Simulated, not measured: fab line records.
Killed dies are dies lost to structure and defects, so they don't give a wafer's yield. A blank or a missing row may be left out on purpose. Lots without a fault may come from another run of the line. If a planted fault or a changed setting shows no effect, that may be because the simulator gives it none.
Matching of chambers ; flow nand-harc ; NHARC_A_STAIRCASE_ALD_415 on ald-hk-03: 4 sister chambers
The step deposits SiO2, target thk 30 nm, pulse time 6 s, ald cycles 300. 4 wafers are shown with their chamber, then 9 later ones without.

## WAFERS PAIRED WITH THEIR CHAMBERS
wafer;chamber;heater-power-w (W)
L087.6;3;384
L088.1;1;511
L088.2;0;448
L088.4;2;440

## WAFERS WITH NO CHAMBER GIVEN
wafer;heater-power-w (W)
L091.3;442
L091.4;458
L091.6;504
L093.4;481
L093.5;501
L093.6;458
L097.2;496
L097.4;364
L097.6;452

## WHICH CHAMBER EACH ONE RAN IN
wafer;from the rows above;in truth
L091.3;can't be placed: 2 or 0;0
L091.4;can't be placed: 0 or 2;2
L091.6;1;1
L093.4;can't be placed: 1 or 0 or 2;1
L093.5;1;1
L093.6;can't be placed: 0 or 2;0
L097.2;1;1
L097.4;3;3
L097.6;can't be placed: 0 or 2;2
Placed correctly: 4 of 9. Can't be placed from these rows: 5 (the true chamber is among the candidates in 5). Placed wrongly: 0.
How it was worked out, from the rows above alone: a wafer's distance from a chamber is the root of the sum, over the readings, of the square of ((its reading less the chamber's mean) divided by the reading's scatter). The wafer belongs to the nearest chamber; if the next one is less than 2 further off, it can't be placed. A chamber's mean is the mean of its shown wafers. The scatter: with one shown wafer a chamber, the root of the mean of the squares of how far each hidden wafer lies from its nearest shown one.
